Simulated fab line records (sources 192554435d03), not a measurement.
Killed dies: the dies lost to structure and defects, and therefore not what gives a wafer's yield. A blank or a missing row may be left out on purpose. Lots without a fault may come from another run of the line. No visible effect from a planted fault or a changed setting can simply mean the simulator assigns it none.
Matching of chambers    flow n5-finfet    rie-diel-01 running N5_BEOL_M2_VIA_ETCH_34: 4 sister chambers
The step etches the open film in C4F6/O2, target depth 69.4 nm, time 65.9 s. 8 wafers are shown with their chamber, then 10 later ones without.

WAFERS PAIRED WITH THEIR CHAMBERS
wafer   chamber  throttle-valve-pct (%)  rf-vpp-V (V)
L081.4  2        31.21                   675
L082.2  2        31.21                   677
L082.6  1        30.51                   679
L086.1  0        31.03                   662
L086.2  3        30.41                   657
L086.5  3        30.41                   655
L088.2  0        31.03                   661
L088.3  1        30.52                   680

WAFERS WITHOUT THEIR CHAMBER
wafer   throttle-valve-pct (%)  rf-vpp-V (V)
L088.5  31.04                   660
L091.2  30.43                   656
L091.4  31.22                   674
L091.6  30.51                   679
L094.4  31.03                   662
L094.5  31.23                   677
L094.6  30.41                   657
L097.1  31.04                   661
L097.4  30.55                   678
L097.5  31.04                   662

WHICH CHAMBER EACH WENT THROUGH
wafer   from the rows above  in truth
L088.5  0                    0
L091.2  3                    3
L091.4  2                    2
L091.6  1                    1
L094.4  0                    0
L094.5  2                    2
L094.6  3                    3
L097.1  0                    0
L097.4  1                    1
L097.5  0                    0
10 of 10 placed correctly. Left unplaced by these rows: 0. Number placed wrongly: 0.
How it was worked out, from the rows above alone: a wafer's distance from a chamber is the root of the sum, over the readings, of the square of ((its reading less the chamber's mean) divided by the reading's scatter). If the next closest chamber is less than 2 further off than the closest, the wafer can't be placed; otherwise it belongs to the closest. Each chamber's mean is taken over the wafers shown for it. How the scatter is found: for the shown wafers, subtract from each reading the mean of its chamber, square and add these, divide the total by (wafers less chambers), then take the root.
